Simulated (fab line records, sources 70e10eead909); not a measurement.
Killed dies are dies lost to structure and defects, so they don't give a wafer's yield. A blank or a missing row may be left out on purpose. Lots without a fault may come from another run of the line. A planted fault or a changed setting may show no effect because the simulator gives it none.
Chamber matching | flow nand_harc | NHARC_A_STAIRCASE_DEP_301 on pecvd-02: 3 sister chambers
The step deposits SiON, target thk 30 nm. 6 wafers are shown with their chamber, then 7 later ones without.

WAFERS WITH THEIR CHAMBER
wafer  | chamber | heater_power_w (W)
L082.3 | 0       | 840
L089.3 | 1       | 675
L089.5 | 2       | 697
L089.6 | 0       | 867
L090.1 | 2       | 656
L090.3 | 1       | 797

WAFERS WITHOUT THEIR CHAMBER
wafer  | heater_power_w (W)
L090.5 | 821
L093.1 | 899
L093.4 | 719
L093.6 | 872
L096.2 | 812
L096.3 | 839
L096.5 | 852

WHICH CHAMBER EACH WENT THROUGH
wafer  | from the rows above          | in truth
L090.5 | can't be placed: 0 or 1      | 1
L093.1 | 0                            | 0
L093.4 | can't be placed: 1 or 2      | 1
L093.6 | 0                            | 0
L096.2 | can't be placed: 0 or 1 or 2 | 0
L096.3 | can't be placed: 0 or 1      | 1
L096.5 | 0                            | 0
Placed correctly: 3 of 7. Can't be placed from these rows: 4 (the true chamber is among the candidates in 4). Placed wrongly: 0.
How it was worked out, from the rows above alone: a wafer's distance from a chamber is the root of the sum, over the readings, of the square of ((its reading less the chamber's mean) divided by the reading's scatter). The wafer belongs to the nearest chamber; if the next one is less than 2 further off, it can't be placed. A chamber's mean is the mean of its shown wafers. The scatter: the root of (the sum of the squares of (reading less its chamber's mean) over the shown wafers, divided by (wafers less chambers)).
